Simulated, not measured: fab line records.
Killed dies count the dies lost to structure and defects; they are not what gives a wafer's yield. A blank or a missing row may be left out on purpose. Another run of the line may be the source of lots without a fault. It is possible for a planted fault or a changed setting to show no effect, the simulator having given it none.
8D (eight disciplines) problem report, filled in by code ; flow n5_finfet ; the parts of the form that need people (team, actions taken, sign-off) are left out

== 1. THE ISSUE ==
IOFF_N_LONG at N5_BEOL_M4_RC_MEAS_101 reads a mean of 1.60e-04 nA/um on 1 wafer of 1 lot; wafers without a fault read 5.47e-05 nA/um with a standard deviation of 2.6e-06. Relative to the usual mean, that is a shift of +40 standard deviations.
First observed at day 11 20:53: wafer L384.5, on prober-01. Wafers with a number at this step in the record: 26, from 10 lots. Rule for "out", or "out of limits": more than 4 standard deviations from the usual mean. The rest of the wafers with a number are treated as sound.

== 2. WHAT IT IS; WHAT IT IS NOT ==
question;is;is not
which readings at this step;IOFF_N_LONG, IOFF_N, IOFF_N_85C, IOFF_N_LIN, VT_N, VT_N_LONG, VT_N_LVT, VT_P, VT_P_LONG, VT_P_LVT;DIBL_N, DIBL_P, SS_P
which lots;L384;L373, L374, L375, L387, L389, L391, L394, L395, L396
which wafers of those lots;L384.5;L384.1
read on which gauges;prober-01;prober-02
when;from day 11 20:53;"up to then (10 sound wafers); but 15 sound wafers of L387, L389, L391, L394, L395, L396 came after"

== 3. SUSPECTS, AND WHAT RULES EACH OUT ==
Counting: a tool at a process step up to the reading stays a suspect if it ran every lot that is out. Sound lots after the first of them don't rule it out here, since some wafers of a struck lot are sound.
- the gauge at N5_BEOL_M4_RC_MEAS_101 is ruled out. All the wafers that are out were read on prober-01, but those of them that N5_PASSIVATION_PROBE_49 has rows for are out there too, on other tools.
- rie_diel-05 at N5_HKMG_FIN_STRIP_34 (strips in CF4): kept. It ran the lot that is out, L384 (day 7 04:36).
- ald_metal-01 at N5_HKMG_FIN_ALD_91 (deposits TiN, target thk 1 nm, pulse time 1 s, purge time 3 s): kept. It ran the lot that is out, L384 (day 7 05:18).
- plasma_asher-01 at N5_HKMG_FIN_STRIP_88 (strips in N2/H2, time 360 s): kept. It ran the lot that is out, L384 (day 7 05:59).
- cvd_w-02 at N5_HKMG_FIN_W_FILL_22 (material W, target thk 60 nm, time 18.2 s): kept. The lot that is out, L384, ran on it at day 7 08:05; the last sound lot it ran before that was L374, at day 4 17:42.
- Within rie_diel-05 at N5_HKMG_FIN_STRIP_34: the wafers that are out ran in chamber 0; their sound lot-mates ran in chamber 2.
- Within ald_metal-01 at N5_HKMG_FIN_ALD_91: the wafers that are out ran in chamber 1; their sound lot-mates ran in chamber 0.
- Within plasma_asher-01 at N5_HKMG_FIN_STRIP_88: the wafers that are out ran in chamber 0; their sound lot-mates ran in chamber 1.
Left after counting: rie_diel-05 at N5_HKMG_FIN_STRIP_34, ald_metal-01 at N5_HKMG_FIN_ALD_91, plasma_asher-01 at N5_HKMG_FIN_STRIP_88, cvd_w-02 at N5_HKMG_FIN_W_FILL_22.

== 4. THE CAUSE (what the simulator had put in) ==
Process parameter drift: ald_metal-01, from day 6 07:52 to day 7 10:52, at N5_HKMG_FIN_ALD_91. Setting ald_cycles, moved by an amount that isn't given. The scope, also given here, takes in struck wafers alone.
After counting, 4 suspects remain, this tool included.

== 5. THE CHAIN OF EFFECTS, in route order ==
Rows list readings where the struck wafers' mean (over those with a number) sits beyond 3 standard deviations from the usual. Only readings for which the record gives a usual standard deviation are gone through. hours: the time from each lot's start at the first step in this table that gives one to its start at this step, as a median over the lots. sigmas: the change in usual standard deviations.
hours;step;reading;usual;on struck wafers;change;sigmas
0;N5_BEOL_M4_RC_MEAS_101;IOFF_N;0.17 nA/um;0.36;+0.19;+4.3
0;N5_BEOL_M4_RC_MEAS_101;IOFF_N_85C;3.2 nA/um;6.3;+3.1;+4.3
0;N5_BEOL_M4_RC_MEAS_101;IOFF_N_LIN;0.076 nA/um;0.191;+0.115;+6.8
0;N5_BEOL_M4_RC_MEAS_101;IOFF_N_LONG;5.47e-05 nA/um;1.60e-04;+1.05e-04;+40
0;N5_BEOL_M4_RC_MEAS_101;IOFF_P_LONG;0.000104 nA/um;0.000066;-0.000038;-3.9
0;N5_BEOL_M4_RC_MEAS_101;ION_N;671 uA/um;726;+55;+3.4
0;N5_BEOL_M4_RC_MEAS_101;VT_N;250 mV;218;-32;-7.8
0;N5_BEOL_M4_RC_MEAS_101;VT_N_LONG;275.1 mV;240.7;-34.4;-15
0;N5_BEOL_M4_RC_MEAS_101;VT_N_LVT;98 mV;66;-32;-7.0
0;N5_BEOL_M4_RC_MEAS_101;VT_P;-250 mV;-269;-19;-4.6
0;N5_BEOL_M4_RC_MEAS_101;VT_P_LONG;-275 mV;-292;-17;-5.5
0;N5_BEOL_M4_RC_MEAS_101;VT_P_LVT;-98 mV;-115;-17;-4.2
120;N5_PASSIVATION_PROBE_49;sort_bin_4_leakage;0.01 %;8.31;+8.30;+99 or more
120;N5_PASSIVATION_PROBE_49;sort_bin_8_speed;0.1 %;16.4;+16.3;+40
120;N5_PASSIVATION_PROBE_49;sort_n_pass;1077;761;-316;-19
120;N5_PASSIVATION_PROBE_49;sort_yield_pct;91.2 %;64.5;-26.7;-19
Its process steps:
- N5_PASSIVATION_PROBE_49

== 6. WHAT WOULD HAVE CAUGHT IT SOONER ==
The first out-of-limits reading at a measuring or inspecting step in this record came at day 11 20:53, 133 hours after the fault's start at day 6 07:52.
Tool readings at N5_HKMG_FIN_ALD_91 with a usual standard deviation given in the record: none out on any struck wafer, hence no alarm at a limit of 4 standard deviations on them.
By day 11 20:53 the whole set of lots that are out, 1 in number, had already begun N5_HKMG_FIN_ALD_91 on ald_metal-01. Holding the tool at that point would not have protected any of them.
